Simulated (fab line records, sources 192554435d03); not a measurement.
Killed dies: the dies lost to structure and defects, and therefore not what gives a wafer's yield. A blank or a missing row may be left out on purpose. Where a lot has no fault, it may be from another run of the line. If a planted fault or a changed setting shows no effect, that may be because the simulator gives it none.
fab line records / flow n5Finfet / part 2 of 2: steps 5 to 6 of 6
record lots=21 wafers=63 lastDay=18
route steps=1938 shown SD_EPI_P@307 ILD0@346 SDB@374 DUMMY_REMOVAL@378 HKMG_FIN@406
lots untouched by any fault: they come from a run of this same line in which no faults occurred
startH: hours from the record's opening day to when the first of the lot's shown wafers began / waitH: hours from the lot's prior step to this one / " as in the row above / L1.1+2: several wafers, shown together as one row / - no value present, or no start provided / * or withheld: withheld / < > ~ a bound
route shown NAME@n: a module of which the file shows steps, and the number in the route of the first / usual: the fault-free wafers' mean and standard deviation / same: alike in all rows / chamber/n: place in a boat / sites: readings site by site / _std_site: the standard deviation of these / _edge_site: the outer-site mean with the inner-site mean subtracted / radiusMm: how far each site lies from the wafer's centre / mask NAME#n: copy n / behind: the last tool/chamber to shape the wafer / hold: what put the lot on hold/how long, in hours/how the hold closed / device: transistor that didn't switch, given as n, p or np / end of line: the same wafers' tests at the end of the route / for a step that has no rows: nothing shown but its recipe / killed: not the wafer's yield, but the dies lost to structure and defects at the first sort / map: the dies of a wafer, with x for killed, . for not killed, _ for no die there
set.NAME: the setting the step ran with; set.NAME@STEP: the setting that earlier step ran with / model.NAME: the simulator's own value behind a step, which no gauge read
route steps across a sampled set of lots; one table per step, one row per wafer
services: a tool's chamber out of use, with start hour (startH, from the record's first day; less than 0 if before it), hours out, and reason
## steps
# step N5_DUMMY_REMOVAL_INSPECT_06
# recipe inspectInstrument=brightfield mode=aei
# usual rawDefectCount=12/6.2
lot.wafer=L074.4 tool=defectInspect-01 chamber=- startH=69.81 waitH=0.0 rawDefectCount=8
lot.wafer=L074.5 tool=defectInspect-01 chamber=- startH=69.81 waitH=0.0 rawDefectCount=9
lot.wafer=L074.6 tool=defectInspect-01 chamber=- startH=69.81 waitH=0.0 rawDefectCount=12
lot.wafer=L075.3 tool=defectInspect-01 chamber=- startH=76.09 waitH=0.0 rawDefectCount=16
lot.wafer=L075.4 tool=defectInspect-01 chamber=- startH=76.09 waitH=0.0 rawDefectCount=26
lot.wafer=L075.5 tool=defectInspect-01 chamber=- startH=76.09 waitH=0.0 rawDefectCount=12
lot.wafer=L076.2 tool=defectInspect-01 chamber=- startH=83.07 waitH=0.0 rawDefectCount=11
lot.wafer=L076.3 tool=defectInspect-01 chamber=- startH=83.07 waitH=0.0 rawDefectCount=16
lot.wafer=L076.4 tool=defectInspect-01 chamber=- startH=83.07 waitH=0.0 rawDefectCount=39
lot.wafer=L077.3 tool=defectInspect-01 chamber=- startH=91.34 waitH=0.0 rawDefectCount=13
lot.wafer=L077.4 tool=defectInspect-01 chamber=- startH=91.34 waitH=0.0 rawDefectCount=13
lot.wafer=L077.5 tool=defectInspect-01 chamber=- startH=91.34 waitH=0.0 rawDefectCount=8
lot.wafer=L079.1 tool=defectInspect-02 chamber=- startH=103.04 waitH=0.0 rawDefectCount=7
lot.wafer=L079.3 tool=defectInspect-02 chamber=- startH=103.04 waitH=0.0 rawDefectCount=9
lot.wafer=L079.4 tool=defectInspect-02 chamber=- startH=103.04 waitH=0.0 rawDefectCount=6
lot.wafer=L081.2 tool=defectInspect-02 chamber=- startH=112.80 waitH=0.0 rawDefectCount=13
lot.wafer=L081.3 tool=defectInspect-02 chamber=- startH=112.80 waitH=0.0 rawDefectCount=6
lot.wafer=L081.6 tool=defectInspect-02 chamber=- startH=112.80 waitH=0.0 rawDefectCount=14
lot.wafer=L082.1 tool=defectInspect-01 chamber=- startH=120.87 waitH=0.0 rawDefectCount=16
lot.wafer=L082.4 tool=defectInspect-01 chamber=- startH=120.87 waitH=0.0 rawDefectCount=16
lot.wafer=L082.5 tool=defectInspect-01 chamber=- startH=120.87 waitH=0.0 rawDefectCount=13
lot.wafer=L083.3 tool=defectInspect-01 chamber=- startH=122.73 waitH=0.0 rawDefectCount=4
lot.wafer=L083.5 tool=defectInspect-01 chamber=- startH=122.73 waitH=0.0 rawDefectCount=6
lot.wafer=L083.6 tool=defectInspect-01 chamber=- startH=122.73 waitH=0.0 rawDefectCount=17
lot.wafer=L085.1 tool=defectInspect-01 chamber=- startH=136.69 waitH=0.0 rawDefectCount=24
lot.wafer=L085.3 tool=defectInspect-01 chamber=- startH=136.69 waitH=0.0 rawDefectCount=8
lot.wafer=L085.5 tool=defectInspect-01 chamber=- startH=136.69 waitH=0.0 rawDefectCount=10
lot.wafer=L086.1 tool=defectInspect-01 chamber=- startH=144.12 waitH=0.0 rawDefectCount=10
lot.wafer=L086.2 tool=defectInspect-01 chamber=- startH=144.12 waitH=0.0 rawDefectCount=10
lot.wafer=L086.6 tool=defectInspect-01 chamber=- startH=144.12 waitH=0.0 rawDefectCount=17
lot.wafer=L087.1 tool=defectInspect-02 chamber=- startH=153.16 waitH=0.0 rawDefectCount=11
lot.wafer=L087.5 tool=defectInspect-02 chamber=- startH=153.16 waitH=0.0 rawDefectCount=4
lot.wafer=L087.6 tool=defectInspect-02 chamber=- startH=153.16 waitH=0.0 rawDefectCount=15
lot.wafer=L088.1 tool=defectInspect-02 chamber=- startH=154.86 waitH=0.0 rawDefectCount=10
lot.wafer=L088.2 tool=defectInspect-02 chamber=- startH=154.86 waitH=0.0 rawDefectCount=3
lot.wafer=L088.5 tool=defectInspect-02 chamber=- startH=154.86 waitH=0.0 rawDefectCount=11
lot.wafer=L089.3 tool=defectInspect-02 chamber=- startH=162.27 waitH=0.0 rawDefectCount=17
lot.wafer=L089.5 tool=defectInspect-02 chamber=- startH=162.27 waitH=0.0 rawDefectCount=17
lot.wafer=L089.6 tool=defectInspect-02 chamber=- startH=162.27 waitH=0.0 rawDefectCount=8
lot.wafer=L090.1 tool=defectInspect-02 chamber=- startH=167.24 waitH=0.0 rawDefectCount=13
lot.wafer=L090.4 tool=defectInspect-02 chamber=- startH=167.24 waitH=0.0 rawDefectCount=12
lot.wafer=L090.5 tool=defectInspect-02 chamber=- startH=167.24 waitH=0.0 rawDefectCount=18
lot.wafer=L091.2 tool=defectInspect-02 chamber=- startH=173.26 waitH=0.0 rawDefectCount=6
lot.wafer=L091.3 tool=defectInspect-02 chamber=- startH=173.26 waitH=0.0 rawDefectCount=9
lot.wafer=L091.5 tool=defectInspect-02 chamber=- startH=173.26 waitH=0.0 rawDefectCount=16
lot.wafer=L092.1 tool=defectInspect-02 chamber=- startH=176.97 waitH=0.2 rawDefectCount=3
lot.wafer=L092.4 tool=defectInspect-02 chamber=- startH=176.97 waitH=0.2 rawDefectCount=3
lot.wafer=L092.6 tool=defectInspect-02 chamber=- startH=176.97 waitH=0.2 rawDefectCount=3
lot.wafer=L093.1 tool=defectInspect-02 chamber=- startH=186.08 waitH=0.0 rawDefectCount=7
lot.wafer=L093.2 tool=defectInspect-02 chamber=- startH=186.08 waitH=0.0 rawDefectCount=6
lot.wafer=L093.6 tool=defectInspect-02 chamber=- startH=186.08 waitH=0.0 rawDefectCount=13
lot.wafer=L094.3 tool=defectInspect-02 chamber=- startH=192.37 waitH=0.0 rawDefectCount=25
lot.wafer=L094.4 tool=defectInspect-02 chamber=- startH=192.37 waitH=0.0 rawDefectCount=17
lot.wafer=L094.6 tool=defectInspect-02 chamber=- startH=192.37 waitH=0.0 rawDefectCount=11
lot.wafer=L095.1 tool=defectInspect-01 chamber=- startH=199.21 waitH=0.0 rawDefectCount=6
lot.wafer=L095.5 tool=defectInspect-01 chamber=- startH=199.21 waitH=0.0 rawDefectCount=9
lot.wafer=L095.6 tool=defectInspect-01 chamber=- startH=199.21 waitH=0.0 rawDefectCount=9
lot.wafer=L096.1 tool=defectInspect-02 chamber=- startH=202.89 waitH=0.0 rawDefectCount=20
lot.wafer=L096.2 tool=defectInspect-02 chamber=- startH=202.89 waitH=0.0 rawDefectCount=17
lot.wafer=L096.4 tool=defectInspect-02 chamber=- startH=202.89 waitH=0.0 rawDefectCount=4
lot.wafer=L097.3 tool=defectInspect-02 chamber=- startH=210.76 waitH=0.0 rawDefectCount=29
lot.wafer=L097.4 tool=defectInspect-02 chamber=- startH=210.76 waitH=0.0 rawDefectCount=11
lot.wafer=L097.6 tool=defectInspect-02 chamber=- startH=210.76 waitH=0.0 rawDefectCount=18
# step N5_HKMG_FIN_ETCH_58
# recipe chemistry=N2/H2 target=SOC targetDepthA=2158 ionEnergyEv=50 biasW=13 timeS=741 pressureMtorr=30 sourceW=875 n2FlowSccm=200 h2FlowSccm=200
# usual chamberPressureMTorr=30.004/0.028 drypumpMotorCurrentA=5.6/0.5 oesProductAu=0.77/0.094 rfVppV=99.1/1.1 showerheadPlenumPTorr=2.54/0.097 throttleValvePct=17.7/0.31
lot.wafer=L074.4 tool=rieDiel-03 chamber=3 startH=71.63 waitH=0.2 chamberPressureMTorr=29.973 drypumpMotorCurrentA=6.4 oesProductAu=0.82 rfHoursCounterH=- rfVppV=98.2 showerheadPlenumPTorr=2.47 throttleValvePct=18.0
lot.wafer=L074.5 tool=rieDiel-03 chamber=0 startH=71.63 waitH=0.2 chamberPressureMTorr=30.039 drypumpMotorCurrentA=5.2 oesProductAu=0.70 rfHoursCounterH=- rfVppV=98.3 showerheadPlenumPTorr=2.39 throttleValvePct=17.8
lot.wafer=L074.6 tool=rieDiel-03 chamber=1 startH=71.63 waitH=0.2 chamberPressureMTorr=30.021 drypumpMotorCurrentA=5.4 oesProductAu=0.70 rfHoursCounterH=- rfVppV=99.0 showerheadPlenumPTorr=2.48 throttleValvePct=17.6
lot.wafer=L075.3 tool=rieDiel-03 chamber=0 startH=77.77 waitH=0.0 chamberPressureMTorr=29.957 drypumpMotorCurrentA=5.2 oesProductAu=0.71 rfHoursCounterH=229 rfVppV=98.9 showerheadPlenumPTorr=2.39 throttleValvePct=17.8
lot.wafer=L075.4 tool=rieDiel-03 chamber=3 startH=77.77 waitH=0.0 chamberPressureMTorr=29.970 drypumpMotorCurrentA=6.5 oesProductAu=0.82 rfHoursCounterH=- rfVppV=100.3 showerheadPlenumPTorr=2.46 throttleValvePct=18.0
lot.wafer=L075.5 tool=rieDiel-03 chamber=1 startH=77.77 waitH=0.0 chamberPressureMTorr=29.999 drypumpMotorCurrentA=5.4 oesProductAu=0.71 rfHoursCounterH=- rfVppV=98.6 showerheadPlenumPTorr=2.48 throttleValvePct=17.6
lot.wafer=L076.2 tool=rieDiel-05 chamber=1 startH=84.64 waitH=0.0 chamberPressureMTorr=30.007 drypumpMotorCurrentA=5.4 oesProductAu=0.74 rfHoursCounterH=153 rfVppV=99.5 showerheadPlenumPTorr=2.52 throttleValvePct=17.7
lot.wafer=L076.3 tool=rieDiel-05 chamber=2 startH=84.64 waitH=0.0 chamberPressureMTorr=29.984 drypumpMotorCurrentA=6.2 oesProductAu=0.74 rfHoursCounterH=164 rfVppV=98.3 showerheadPlenumPTorr=2.45 throttleValvePct=18.1
lot.wafer=L076.4 tool=rieDiel-05 chamber=0 startH=84.64 waitH=0.0 chamberPressureMTorr=29.980 drypumpMotorCurrentA=5.2 oesProductAu=0.71 rfHoursCounterH=154 rfVppV=98.0 showerheadPlenumPTorr=2.53 throttleValvePct=17.4
lot.wafer=L077.3 tool=rieDiel-01 chamber=1 startH=93.03 waitH=0.0 chamberPressureMTorr=29.958 drypumpMotorCurrentA=5.9 oesProductAu=0.74 rfHoursCounterH=144 rfVppV=100.2 showerheadPlenumPTorr=2.64 throttleValvePct=17.8
lot.wafer=L077.4 tool=rieDiel-01 chamber=0 startH=93.03 waitH=0.0 chamberPressureMTorr=30.028 drypumpMotorCurrentA=6.0 oesProductAu=0.71 rfHoursCounterH=- rfVppV=100.3 showerheadPlenumPTorr=2.64 throttleValvePct=17.9
lot.wafer=L077.5 tool=rieDiel-01 chamber=3 startH=93.03 waitH=0.0 chamberPressureMTorr=30.005 drypumpMotorCurrentA=5.7 oesProductAu=0.65 rfHoursCounterH=- rfVppV=98.8 showerheadPlenumPTorr=2.50 throttleValvePct=17.8
lot.wafer=L079.1 tool=rieDiel-01 chamber=1 startH=104.73 waitH=0.0 chamberPressureMTorr=30.001 drypumpMotorCurrentA=5.9 oesProductAu=0.74 rfHoursCounterH=150 rfVppV=100.1 showerheadPlenumPTorr=2.64 throttleValvePct=17.8
lot.wafer=L079.3 tool=rieDiel-01 chamber=2 startH=104.73 waitH=0.0 chamberPressureMTorr=30.010 drypumpMotorCurrentA=5.6 oesProductAu=0.72 rfHoursCounterH=244 rfVppV=98.5 showerheadPlenumPTorr=2.40 throttleValvePct=17.6
lot.wafer=L079.4 tool=rieDiel-01 chamber=1 startH=104.73 waitH=0.0 chamberPressureMTorr=30.030 drypumpMotorCurrentA=5.9 oesProductAu=0.75 rfHoursCounterH=- rfVppV=99.2 showerheadPlenumPTorr=2.64 throttleValvePct=17.8
lot.wafer=L081.2 tool=rieDiel-05 chamber=2 startH=114.67 waitH=0.0 chamberPressureMTorr=29.987 drypumpMotorCurrentA=6.2 oesProductAu=0.73 rfHoursCounterH=176 rfVppV=99.8 showerheadPlenumPTorr=2.44 throttleValvePct=18.1
lot.wafer=L081.3 tool=rieDiel-05 chamber=1 startH=114.67 waitH=0.0 chamberPressureMTorr=29.949 drypumpMotorCurrentA=5.4 oesProductAu=0.71 rfHoursCounterH=162 rfVppV=99.7 showerheadPlenumPTorr=2.51 throttleValvePct=17.7
lot.wafer=L081.6 tool=rieDiel-05 chamber=3 startH=114.67 waitH=0.0 chamberPressureMTorr=29.998 drypumpMotorCurrentA=4.8 oesProductAu=0.75 rfHoursCounterH=- rfVppV=99.1 showerheadPlenumPTorr=2.65 throttleValvePct=17.8
lot.wafer=L082.1 tool=rieDiel-03 chamber=3 startH=122.57 waitH=0.0 chamberPressureMTorr=30.029 drypumpMotorCurrentA=6.4 oesProductAu=0.79 rfHoursCounterH=108 rfVppV=98.7 showerheadPlenumPTorr=2.46 throttleValvePct=18.1
lot.wafer=L082.4 tool=rieDiel-03 chamber=2 startH=122.57 waitH=0.0 chamberPressureMTorr=29.927 drypumpMotorCurrentA=4.7 oesProductAu=0.69 rfHoursCounterH=226 rfVppV=98.5 showerheadPlenumPTorr=2.52 throttleValvePct=17.9
lot.wafer=L082.5 tool=rieDiel-03 chamber=2 startH=122.57 waitH=0.0 chamberPressureMTorr=30.001 drypumpMotorCurrentA=4.7 oesProductAu=0.70 rfHoursCounterH=- rfVppV=98.0 showerheadPlenumPTorr=2.52 throttleValvePct=17.9
lot.wafer=L083.3 tool=rieDiel-03 chamber=2 startH=124.62 waitH=0.0 chamberPressureMTorr=30.009 drypumpMotorCurrentA=4.7 oesProductAu=0.69 rfHoursCounterH=227 rfVppV=97.8 showerheadPlenumPTorr=2.52 throttleValvePct=17.9
lot.wafer=L083.5 tool=rieDiel-03 chamber=3 startH=124.62 waitH=0.0 chamberPressureMTorr=29.962 drypumpMotorCurrentA=6.5 oesProductAu=0.78 rfHoursCounterH=- rfVppV=98.3 showerheadPlenumPTorr=2.46 throttleValvePct=18.1
lot.wafer=L083.6 tool=rieDiel-03 chamber=2 startH=124.62 waitH=0.0 chamberPressureMTorr=30.009 drypumpMotorCurrentA=4.7 oesProductAu=0.70 rfHoursCounterH=- rfVppV=98.2 showerheadPlenumPTorr=2.52 throttleValvePct=17.9
lot.wafer=L085.1 tool=rieDiel-05 chamber=2 startH=138.48 waitH=0.0 chamberPressureMTorr=30.003 drypumpMotorCurrentA=6.2 oesProductAu=0.73 rfHoursCounterH=184 rfVppV=98.1 showerheadPlenumPTorr=2.44 throttleValvePct=18.2
lot.wafer=L085.3 tool=rieDiel-05 chamber=1 startH=138.48 waitH=0.0 chamberPressureMTorr=30.039 drypumpMotorCurrentA=5.4 oesProductAu=0.71 rfHoursCounterH=170 rfVppV=98.5 showerheadPlenumPTorr=2.51 throttleValvePct=17.7
lot.wafer=L085.5 tool=rieDiel-05 chamber=0 startH=138.48 waitH=0.0 chamberPressureMTorr=29.957 drypumpMotorCurrentA=5.2 oesProductAu=0.70 rfHoursCounterH=- rfVppV=99.5 showerheadPlenumPTorr=2.52 throttleValvePct=17.4
lot.wafer=L086.1 tool=rieDiel-01 chamber=0 startH=145.79 waitH=0.0 chamberPressureMTorr=29.983 drypumpMotorCurrentA=6.0 oesProductAu=0.69 rfHoursCounterH=197 rfVppV=99.8 showerheadPlenumPTorr=2.63 throttleValvePct=17.9
lot.wafer=L086.2 tool=rieDiel-01 chamber=2 startH=145.79 waitH=0.0 chamberPressureMTorr=29.987 drypumpMotorCurrentA=5.5 oesProductAu=0.99 rfHoursCounterH=4 rfVppV=100.3 showerheadPlenumPTorr=2.71 throttleValvePct=17.2
lot.wafer=L086.6 tool=rieDiel-01 chamber=1 startH=145.79 waitH=0.0 chamberPressureMTorr=29.968 drypumpMotorCurrentA=5.9 oesProductAu=0.72 rfHoursCounterH=- rfVppV=99.0 showerheadPlenumPTorr=2.63 throttleValvePct=17.8
lot.wafer=L087.1 tool=rieDiel-03 chamber=0 startH=154.75 waitH=0.0 chamberPressureMTorr=29.971 drypumpMotorCurrentA=5.2 oesProductAu=0.93 rfHoursCounterH=4 rfVppV=100.8 showerheadPlenumPTorr=2.70 throttleValvePct=17.5
lot.wafer=L087.5 tool=rieDiel-03 chamber=1 startH=154.75 waitH=0.0 chamberPressureMTorr=30.004 drypumpMotorCurrentA=5.4 oesProductAu=0.91 rfHoursCounterH=- rfVppV=99.6 showerheadPlenumPTorr=2.47 throttleValvePct=17.1
lot.wafer=L087.6 tool=rieDiel-03 chamber=2 startH=154.75 waitH=0.0 chamberPressureMTorr=30.029 drypumpMotorCurrentA=4.7 oesProductAu=0.69 rfHoursCounterH=- rfVppV=97.2 showerheadPlenumPTorr=2.51 throttleValvePct=17.9
lot.wafer=L088.1 tool=rieDiel-01 chamber=1 startH=156.57 waitH=0.0 chamberPressureMTorr=29.983 drypumpMotorCurrentA=5.9 oesProductAu=0.72 rfHoursCounterH=173 rfVppV=99.1 showerheadPlenumPTorr=2.63 throttleValvePct=17.8
lot.wafer=L088.2 tool=rieDiel-01 chamber=3 startH=156.57 waitH=0.0 chamberPressureMTorr=30.039 drypumpMotorCurrentA=5.7 oesProductAu=0.93 rfHoursCounterH=1 rfVppV=98.2 showerheadPlenumPTorr=2.49 throttleValvePct=17.3
lot.wafer=L088.5 tool=rieDiel-01 chamber=2 startH=156.57 waitH=0.0 chamberPressureMTorr=29.967 drypumpMotorCurrentA=5.6 oesProductAu=0.97 rfHoursCounterH=- rfVppV=99.3 showerheadPlenumPTorr=2.71 throttleValvePct=17.2
lot.wafer=L089.3 tool=rieDiel-01 chamber=0 startH=164.10 waitH=0.0 chamberPressureMTorr=30.039 drypumpMotorCurrentA=6.0 oesProductAu=0.70 rfHoursCounterH=205 rfVppV=99.2 showerheadPlenumPTorr=2.63 throttleValvePct=17.9
lot.wafer=L089.5 tool=rieDiel-01 chamber=3 startH=164.10 waitH=0.0 chamberPressureMTorr=30.019 drypumpMotorCurrentA=5.8 oesProductAu=0.91 rfHoursCounterH=- rfVppV=100.3 showerheadPlenumPTorr=2.49 throttleValvePct=17.3
lot.wafer=L089.6 tool=rieDiel-01 chamber=2 startH=164.10 waitH=0.0 chamberPressureMTorr=29.959 drypumpMotorCurrentA=5.6 oesProductAu=0.96 rfHoursCounterH=- rfVppV=99.9 showerheadPlenumPTorr=2.71 throttleValvePct=17.2
lot.wafer=L090.1 tool=rieDiel-03 chamber=2 startH=168.94 waitH=0.0 chamberPressureMTorr=30.006 drypumpMotorCurrentA=4.7 oesProductAu=0.69 rfHoursCounterH=245 rfVppV=100.4 showerheadPlenumPTorr=2.51 throttleValvePct=17.9
lot.wafer=L090.4 tool=rieDiel-03 chamber=0 startH=168.94 waitH=0.0 chamberPressureMTorr=29.966 drypumpMotorCurrentA=5.2 oesProductAu=0.90 rfHoursCounterH=10 rfVppV=99.8 showerheadPlenumPTorr=2.70 throttleValvePct=17.5
lot.wafer=L090.5 tool=rieDiel-03 chamber=3 startH=168.94 waitH=0.0 chamberPressureMTorr=30.012 drypumpMotorCurrentA=6.4 oesProductAu=0.78 rfHoursCounterH=- rfVppV=98.1 showerheadPlenumPTorr=2.45 throttleValvePct=18.1
lot.wafer=L091.2 tool=rieDiel-05 chamber=0 startH=174.95 waitH=0.0 chamberPressureMTorr=29.992 drypumpMotorCurrentA=5.2 oesProductAu=0.69 rfHoursCounterH=185 rfVppV=101.5 showerheadPlenumPTorr=2.52 throttleValvePct=17.4
lot.wafer=L091.3 tool=rieDiel-05 chamber=3 startH=174.95 waitH=0.0 chamberPressureMTorr=30.002 drypumpMotorCurrentA=4.8 oesProductAu=0.73 rfHoursCounterH=190 rfVppV=101.1 showerheadPlenumPTorr=2.64 throttleValvePct=17.8
lot.wafer=L091.5 tool=rieDiel-05 chamber=1 startH=174.95 waitH=0.0 chamberPressureMTorr=30.016 drypumpMotorCurrentA=5.4 oesProductAu=0.71 rfHoursCounterH=- rfVppV=99.6 showerheadPlenumPTorr=2.50 throttleValvePct=17.8
lot.wafer=L092.1 tool=rieDiel-01 chamber=3 startH=178.69 waitH=0.0 chamberPressureMTorr=30.027 drypumpMotorCurrentA=5.8 oesProductAu=0.89 rfHoursCounterH=7 rfVppV=99.2 showerheadPlenumPTorr=2.49 throttleValvePct=17.3
lot.wafer=L092.4 tool=rieDiel-01 chamber=0 startH=178.69 waitH=0.0 chamberPressureMTorr=30.020 drypumpMotorCurrentA=6.0 oesProductAu=0.69 rfHoursCounterH=211 rfVppV=99.0 showerheadPlenumPTorr=2.63 throttleValvePct=17.9
lot.wafer=L092.6 tool=rieDiel-01 chamber=3 startH=178.69 waitH=0.0 chamberPressureMTorr=30.020 drypumpMotorCurrentA=5.8 oesProductAu=0.90 rfHoursCounterH=- rfVppV=99.3 showerheadPlenumPTorr=2.49 throttleValvePct=17.3
lot.wafer=L093.1 tool=rieDiel-03 chamber=0 startH=187.66 waitH=0.0 chamberPressureMTorr=30.012 drypumpMotorCurrentA=5.2 oesProductAu=0.89 rfHoursCounterH=16 rfVppV=102.0 showerheadPlenumPTorr=2.69 throttleValvePct=17.5
lot.wafer=L093.2 tool=rieDiel-03 chamber=3 startH=187.66 waitH=0.0 chamberPressureMTorr=30.001 drypumpMotorCurrentA=6.4 oesProductAu=0.77 rfHoursCounterH=133 rfVppV=98.0 showerheadPlenumPTorr=2.44 throttleValvePct=18.1
lot.wafer=L093.6 tool=rieDiel-03 chamber=0 startH=187.66 waitH=0.0 chamberPressureMTorr=29.966 drypumpMotorCurrentA=5.2 oesProductAu=0.89 rfHoursCounterH=- rfVppV=100.3 showerheadPlenumPTorr=2.69 throttleValvePct=17.5
lot.wafer=L094.3 tool=rieDiel-03 chamber=0 startH=194.13 waitH=0.0 chamberPressureMTorr=30.001 drypumpMotorCurrentA=5.2 oesProductAu=0.88 rfHoursCounterH=18 rfVppV=100.3 showerheadPlenumPTorr=2.69 throttleValvePct=17.5
lot.wafer=L094.4 tool=rieDiel-03 chamber=1 startH=194.13 waitH=0.0 chamberPressureMTorr=30.000 drypumpMotorCurrentA=5.4 oesProductAu=0.88 rfHoursCounterH=- rfVppV=99.1 showerheadPlenumPTorr=2.46 throttleValvePct=17.2
lot.wafer=L094.6 tool=rieDiel-03 chamber=0 startH=194.13 waitH=0.0 chamberPressureMTorr=29.944 drypumpMotorCurrentA=5.2 oesProductAu=0.88 rfHoursCounterH=- rfVppV=100.6 showerheadPlenumPTorr=2.69 throttleValvePct=17.5
lot.wafer=L095.1 tool=rieDiel-01 chamber=1 startH=200.91 waitH=0.0 chamberPressureMTorr=29.997 drypumpMotorCurrentA=5.9 oesProductAu=0.71 rfHoursCounterH=189 rfVppV=97.4 showerheadPlenumPTorr=2.62 throttleValvePct=17.9
lot.wafer=L095.5 tool=rieDiel-01 chamber=1 startH=200.91 waitH=0.0 chamberPressureMTorr=30.029 drypumpMotorCurrentA=5.9 oesProductAu=0.71 rfHoursCounterH=- rfVppV=99.7 showerheadPlenumPTorr=2.62 throttleValvePct=17.9
lot.wafer=L095.6 tool=rieDiel-01 chamber=2 startH=200.91 waitH=0.0 chamberPressureMTorr=30.031 drypumpMotorCurrentA=5.6 oesProductAu=0.92 rfHoursCounterH=- rfVppV=100.5 showerheadPlenumPTorr=2.70 throttleValvePct=17.3
lot.wafer=L096.1 tool=rieDiel-05 chamber=2 startH=205.11 waitH=0.0 chamberPressureMTorr=29.976 drypumpMotorCurrentA=6.2 oesProductAu=0.70 rfHoursCounterH=204 rfVppV=98.0 showerheadPlenumPTorr=2.43 throttleValvePct=18.2
lot.wafer=L096.2 tool=rieDiel-05 chamber=0 startH=205.11 waitH=0.0 chamberPressureMTorr=29.991 drypumpMotorCurrentA=5.2 oesProductAu=0.68 rfHoursCounterH=194 rfVppV=100.5 showerheadPlenumPTorr=2.51 throttleValvePct=17.5
lot.wafer=L096.4 tool=rieDiel-05 chamber=3 startH=205.11 waitH=0.0 chamberPressureMTorr=30.024 drypumpMotorCurrentA=4.8 oesProductAu=0.72 rfHoursCounterH=199 rfVppV=99.6 showerheadPlenumPTorr=2.64 throttleValvePct=17.8
lot.wafer=L097.3 tool=rieDiel-01 chamber=1 startH=212.74 waitH=0.0 chamberPressureMTorr=30.003 drypumpMotorCurrentA=5.9 oesProductAu=0.70 rfHoursCounterH=193 rfVppV=100.1 showerheadPlenumPTorr=2.62 throttleValvePct=17.9
lot.wafer=L097.4 tool=rieDiel-01 chamber=3 startH=212.74 waitH=0.0 chamberPressureMTorr=29.961 drypumpMotorCurrentA=5.7 oesProductAu=0.88 rfHoursCounterH=19 rfVppV=97.6 showerheadPlenumPTorr=2.49 throttleValvePct=17.3
lot.wafer=L097.6 tool=rieDiel-01 chamber=2 startH=212.74 waitH=0.0 chamberPressureMTorr=29.976 drypumpMotorCurrentA=5.6 oesProductAu=0.92 rfHoursCounterH=- rfVppV=99.9 showerheadPlenumPTorr=2.70 throttleValvePct=17.3
## services
tool=cmp-04 chamber=- startH=31.29 hours=4.0 kind=pm
tool=rieDiel-03 chamber=- startH=37.29 hours=15.6 kind=pm
tool=cmp-04 chamber=- startH=39.21 hours=0.7 kind=repair
tool=rieDiel-01 chamber=0 startH=55.61 hours=8.9 kind=repair
tool=rieDiel-02 chamber=- startH=56.31 hours=0.1 kind=repair
tool=rieDiel-06 chamber=2 startH=58.45 hours=- kind=clean
tool=rieDiel-03 chamber=2 startH=62.77 hours=34.7 kind=repair
tool=cmp-04 chamber=- startH=66.46 hours=3.1 kind=repair
tool=rieDiel-05 chamber=- startH=71.97 hours=0.2 kind=repair
tool=rieDiel-01 chamber=2 startH=91.24 hours=11.0 kind=repair
tool=rieDiel-05 chamber=1 startH=93.44 hours=4.1 kind=repair
tool=cmp-04 chamber=- startH=103.68 hours=1.0 kind=repair
tool=rieDiel-04 chamber=2 startH=105.53 hours=3.5 kind=repair
tool=cmp-01 chamber=- startH=132.40 hours=5.5 kind=pm
tool=rieDiel-02 chamber=0 startH=133.14 hours=- kind=clean
tool=rieDiel-02 chamber=0 startH=133.14 hours=- kind=consumableReplace:focusRing
tool=rieDiel-02 chamber=0 startH=133.14 hours=16.0 kind=scheduledDown
tool=rieDiel-02 chamber=0 startH=133.14 hours=16.0 kind=ventCycle
tool=cmp-04 chamber=- startH=140.01 hours=3.1 kind=pm
tool=rieDiel-04 chamber=2 startH=140.05 hours=19.5 kind=repair
tool=rieDiel-04 chamber=3 startH=180.80 hours=1.6 kind=repair
tool=cmp-04 chamber=- startH=184.81 hours=5.6 kind=repair
tool=cmp-03 chamber=- startH=190.45 hours=4.0 kind=pm
tool=cmp-01 chamber=- startH=198.85 hours=1.9 kind=repair
